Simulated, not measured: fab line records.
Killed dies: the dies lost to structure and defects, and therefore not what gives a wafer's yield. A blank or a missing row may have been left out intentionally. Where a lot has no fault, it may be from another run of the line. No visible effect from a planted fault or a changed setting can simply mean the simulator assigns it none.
Matching of chambers    flow n5-finfet    N5_BEOL_M1_STRIP_66 on rie-diel-03: 4 sister chambers
The step strips in CF4. 20 wafers are shown with their chamber, then 10 later ones without.

## WAFERS PAIRED WITH THEIR CHAMBERS
wafer   chamber  drypump-motor-current-A (A)  showerhead-plenum-p-Torr (Torr)  throttle-valve-pct (%)
L076.3  3        5.7                          1.86                             13.8
L076.5  2        6.6                          1.83                             13.9
L076.6  3        5.7                          1.86                             13.9
L079.2  0        6.2                          1.74                             13.5
L079.3  3        5.7                          1.86                             13.9
L079.6  3        5.7                          1.86                             13.9
L080.3  2        6.7                          1.83                             13.3
L080.4  2        6.6                          1.83                             13.3
L080.6  3        5.7                          1.86                             13.9
L083.2  3        5.7                          1.86                             13.9
L083.5  1        5.7                          1.75                             14.0
L083.6  3        5.7                          1.86                             13.9
L088.2  2        6.6                          1.83                             13.3
L088.5  0        6.2                          1.74                             12.9
L088.6  3        5.7                          1.85                             13.9
L087.1  2        6.6                          1.83                             13.3
L087.2  3        5.7                          1.85                             13.9
L087.4  1        5.7                          1.74                             14.0
L089.1  0        6.2                          1.74                             12.9
L089.4  2        6.6                          1.83                             13.3

SIGNATURES (means of the wafers above)
reading                   chamber 0  chamber 1  chamber 2  chamber 3  scatter within a chamber
drypump-motor-current-A   6.200      5.700      6.617      5.700      0.0228
showerhead-plenum-p-Torr  1.7400     1.7450     1.8300     1.8578     0.00358
throttle-valve-pct        13.100     14.000     13.400     13.889     0.185
Rule: distance of a wafer from a chamber = root of the sum over the readings of ((wafer's reading minus chamber's mean) / reading's scatter) squared. The wafer belongs to the nearest chamber; if the next one is less than 2 further off, it can't be placed. The scatter: the root of (the sum of the squares of (reading less its chamber's mean) over the shown wafers, divided by (wafers less chambers)).

## WAFERS WITH NO CHAMBER GIVEN
wafer   drypump-motor-current-A (A)  showerhead-plenum-p-Torr (Torr)  throttle-valve-pct (%)
L089.6  5.7                          1.85                             13.9
L091.2  6.2                          1.73                             12.9
L091.4  6.6                          1.83                             13.3
L091.6  6.2                          1.73                             12.9
L093.2  5.7                          1.74                             14.1
L093.3  6.2                          1.73                             12.9
L093.5  5.7                          1.74                             14.1
L095.1  6.6                          1.82                             13.3
L095.2  6.2                          1.73                             13.0
L095.5  6.6                          1.82                             13.3

## WHICH CHAMBER EACH WENT THROUGH
wafer   from the rows above  in truth
L089.6  3                    3
L091.2  0                    0
L091.4  2                    2
L091.6  0                    0
L093.2  1                    1
L093.3  0                    0
L093.5  1                    1
L095.1  2                    2
L095.2  0                    0
L095.5  2                    2
Correctly placed: 10 of 10. From these rows, 0 cannot be placed. Number placed wrongly: 0.
